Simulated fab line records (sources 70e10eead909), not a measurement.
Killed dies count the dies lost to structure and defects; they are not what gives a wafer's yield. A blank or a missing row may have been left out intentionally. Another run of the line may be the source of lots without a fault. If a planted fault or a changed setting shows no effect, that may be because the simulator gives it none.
Matching of chambers ; flow nand harc ; ald metal-04 running NHARC_A_CONTACT_ALD_18: 4 sister chambers
The step deposits TiN, target thk 3 nm, pulse time 1 s, ald cycles 150. 8 wafers are shown with their chamber, then 9 later ones without.

## WAFERS WITH THEIR CHAMBER
wafer;chamber;heater power w (W);precursor pulse height rel
L083.2;3;1027;0.986
L083.6;3;1048;1.039
L084.1;1;1010;0.998
L084.5;0;1296;0.992
L084.6;1;1028;0.991
L089.2;2;956;0.975
L089.3;0;1302;1.000
L089.5;2;948;1.022

## WAFERS WITH NO CHAMBER GIVEN
wafer;heater power w (W);precursor pulse height rel
L092.1;1299;1.001
L092.2;990;1.002
L092.5;1281;1.017
L093.2;958;0.990
L093.4;1328;1.017
L093.5;1315;0.988
L097.3;988;0.966
L097.4;944;1.005
L097.5;971;1.020

## CHAMBER TAKEN BY EACH
wafer;from the rows above;in truth
L092.1;0;0
L092.2;can't be placed: 1 or 2 or 3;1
L092.5;0;0
L093.2;2;2
L093.4;0;0
L093.5;0;0
L097.3;can't be placed: 1 or 2 or 3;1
L097.4;2;2
L097.5;2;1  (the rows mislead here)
6 of 9 placed correctly. From these rows, 2 cannot be placed; in 2 the true chamber is one of the candidates. Placed wrongly: 1.
How it was worked out, from the rows above alone: a wafer's distance from a chamber is the root of the sum, over the readings, of the square of ((its reading less the chamber's mean) divided by the reading's scatter). The wafer belongs to the nearest chamber; if the next one is less than 2 further off, it can't be placed. The mean given for a chamber averages the wafers shown for that chamber. The scatter: take each reading less its chamber's mean, square it, sum over the shown wafers, divide by the number of wafers less the number of chambers, and take the root.
